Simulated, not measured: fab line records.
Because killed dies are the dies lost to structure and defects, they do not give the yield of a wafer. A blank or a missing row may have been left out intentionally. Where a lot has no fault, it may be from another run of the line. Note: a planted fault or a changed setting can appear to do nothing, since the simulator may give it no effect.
Matching of chambers / flow n5-finfet / N5_BEOL_M4_ILD_DEP_00 on pecvd-01 has 3 sister chambers
The step deposits SiOC from DEMS/O2, target thk 79 nm, time 15.3 s. 16 wafers are shown with their chamber, then 8 later ones without.

## WAFERS, EACH WITH ITS CHAMBER
wafer=L322.1; chamber=0; throttle-valve-pct (%)=11.7; heater-power-w (W)=529; showerhead-plenum-p-Torr (Torr)=5.683
wafer=L322.4; chamber=1; throttle-valve-pct (%)=10.8; heater-power-w (W)=606; showerhead-plenum-p-Torr (Torr)=5.690
wafer=L322.6; chamber=2; throttle-valve-pct (%)=11.6; heater-power-w (W)=391; showerhead-plenum-p-Torr (Torr)=5.690
wafer=L323.1; chamber=0; throttle-valve-pct (%)=11.8; heater-power-w (W)=511; showerhead-plenum-p-Torr (Torr)=5.680
wafer=L323.2; chamber=1; throttle-valve-pct (%)=10.4; heater-power-w (W)=492; showerhead-plenum-p-Torr (Torr)=5.704
wafer=L323.6; chamber=0; throttle-valve-pct (%)=11.8; heater-power-w (W)=525; showerhead-plenum-p-Torr (Torr)=5.689
wafer=L328.2; chamber=0; throttle-valve-pct (%)=12.0; heater-power-w (W)=488; showerhead-plenum-p-Torr (Torr)=5.685
wafer=L328.4; chamber=1; throttle-valve-pct (%)=10.6; heater-power-w (W)=511; showerhead-plenum-p-Torr (Torr)=5.697
wafer=L328.5; chamber=0; throttle-valve-pct (%)=11.7; heater-power-w (W)=466; showerhead-plenum-p-Torr (Torr)=5.683
wafer=L331.2; chamber=0; throttle-valve-pct (%)=11.7; heater-power-w (W)=473; showerhead-plenum-p-Torr (Torr)=5.691
wafer=L331.3; chamber=2; throttle-valve-pct (%)=11.4; heater-power-w (W)=411; showerhead-plenum-p-Torr (Torr)=5.689
wafer=L331.6; chamber=1; throttle-valve-pct (%)=10.5; heater-power-w (W)=501; showerhead-plenum-p-Torr (Torr)=5.697
wafer=L336.2; chamber=2; throttle-valve-pct (%)=11.7; heater-power-w (W)=483; showerhead-plenum-p-Torr (Torr)=5.693
wafer=L336.3; chamber=0; throttle-valve-pct (%)=12.0; heater-power-w (W)=458; showerhead-plenum-p-Torr (Torr)=5.686
wafer=L336.6; chamber=1; throttle-valve-pct (%)=10.7; heater-power-w (W)=588; showerhead-plenum-p-Torr (Torr)=5.678
wafer=L339.2; chamber=1; throttle-valve-pct (%)=10.6; heater-power-w (W)=549; showerhead-plenum-p-Torr (Torr)=5.695

SIGNATURES (means of the wafers above)
reading=throttle-valve-pct; chamber 0=11.814; chamber 1=10.600; chamber 2=11.567; scatter within a chamber=0.14
reading=heater-power-w; chamber 0=492.86; chamber 1=541.17; chamber 2=428.33; scatter within a chamber=40.3
reading=showerhead-plenum-p-Torr; chamber 0=5.68529; chamber 1=5.69350; chamber 2=5.69067; scatter within a chamber=0.0061
Rule: distance of a wafer from a chamber = root of the sum over the readings of ((wafer's reading minus chamber's mean) / reading's scatter) squared. The wafer belongs to the nearest chamber; if the next one is less than 2 further off, it can't be placed. The scatter is the square root of a quotient: the sum, over the shown wafers, of each reading's squared deviation from its chamber's mean, divided by wafers minus chambers.

## WAFERS WITH NO CHAMBER GIVEN
wafer=L339.5; throttle-valve-pct (%)=11.8; heater-power-w (W)=436; showerhead-plenum-p-Torr (Torr)=5.682
wafer=L339.6; throttle-valve-pct (%)=11.0; heater-power-w (W)=533; showerhead-plenum-p-Torr (Torr)=5.699
wafer=L341.2; throttle-valve-pct (%)=12.0; heater-power-w (W)=431; showerhead-plenum-p-Torr (Torr)=5.688
wafer=L341.4; throttle-valve-pct (%)=11.7; heater-power-w (W)=446; showerhead-plenum-p-Torr (Torr)=5.687
wafer=L341.6; throttle-valve-pct (%)=10.8; heater-power-w (W)=550; showerhead-plenum-p-Torr (Torr)=5.689
wafer=L344.2; throttle-valve-pct (%)=10.7; heater-power-w (W)=523; showerhead-plenum-p-Torr (Torr)=5.699
wafer=L344.5; throttle-valve-pct (%)=11.5; heater-power-w (W)=512; showerhead-plenum-p-Torr (Torr)=5.682
wafer=L344.6; throttle-valve-pct (%)=10.8; heater-power-w (W)=524; showerhead-plenum-p-Torr (Torr)=5.707

## WHICH CHAMBER EACH ONE RAN IN
wafer=L339.5; from the rows above=can't be placed: 0 or 2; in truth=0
wafer=L339.6; from the rows above=can't be placed: 1 or 2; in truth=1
wafer=L341.2; from the rows above=can't be placed: 0 or 2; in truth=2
wafer=L341.4; from the rows above=can't be placed: 2 or 0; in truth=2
wafer=L341.6; from the rows above=1; in truth=1
wafer=L344.2; from the rows above=1; in truth=1
wafer=L344.5; from the rows above=can't be placed: 0 or 2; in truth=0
wafer=L344.6; from the rows above=1; in truth=1
3 of 8 placed correctly. These rows do not allow placing 5 (true chamber among the candidates in 5). Wrongly placed: 0.
